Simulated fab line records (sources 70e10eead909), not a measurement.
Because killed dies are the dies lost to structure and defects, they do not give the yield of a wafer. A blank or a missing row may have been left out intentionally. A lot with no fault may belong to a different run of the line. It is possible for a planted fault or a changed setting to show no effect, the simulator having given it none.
One fault seen from 2 desks | flow nandHarc | numbers are kept per desk, each desk with only its own; the story behind them comes last

== FROM THE METROLOGY DESK ==
Means of the sampled wafers that have a number, per lot and without regard to the tool the lot ran on: this is what the gauges read. If a lot's mean is further than 4 standard deviations from the usual mean, the lot is out of limits and carries the mark OUT (the distance appears in the brackets).
Columns: A = cdNm at NHARC_P_M1_CD_MEAS_16, usual 129.7 nm
lot  | first seen here | A
L109 | day 6 21:58     | 129.8
L108 | day 6 22:44     | 129.1
L111 | day 8 02:20     | 130.7
L112 | day 8 07:13     | 130.4
L117 | day 10 13:49    | 130.4
L118 | day 10 17:46    | 129.6
L119 | day 11 04:28    | 129.0
L122 | day 12 20:32    | 129.4
L123 | day 13 01:49    | 130.0
L125 | day 13 19:22    | 130.3
L126 | day 14 05:08    | 131.0
L127 | day 14 17:25    | 130.7
L130 | day 15 19:41    | 129.5
This desk's finding: nothing out of limits on any of the 13 lots.

== THE TOOL OWNER'S DESK: ecdCu-01 ==
The tool's own readings at NHARC_P_M1_ECD_22 (material Cu, target thk 400 nm): means of the sampled wafers that have a number, for each lot that ran on this tool. If a lot's mean is further than 4 standard deviations from the usual mean, the lot is out of limits and carries the mark OUT (the distance appears in the brackets).
Columns: A = bathTempC at NHARC_P_M1_ECD_22, usual 24.99 C
lot  | first seen here | A
L108 | day 6 23:48     | 24.99
L112 | day 8 08:23     | 24.97
L117 | day 10 14:56    | 25.02
L118 | day 10 18:50    | 24.96
L119 | day 11 05:42    | 24.95
L126 | day 14 06:19    | 25.03
L127 | day 14 18:35    | 24.99
This desk's finding: nothing out of limits on any of the 7 lots.

== PUT TOGETHER ==
Nothing out of limits was seen by the metrology desk.
Nothing out of limits was seen by the tool owner's desk.

== WHAT HAD BEEN PUT IN BY THE SIMULATOR ==
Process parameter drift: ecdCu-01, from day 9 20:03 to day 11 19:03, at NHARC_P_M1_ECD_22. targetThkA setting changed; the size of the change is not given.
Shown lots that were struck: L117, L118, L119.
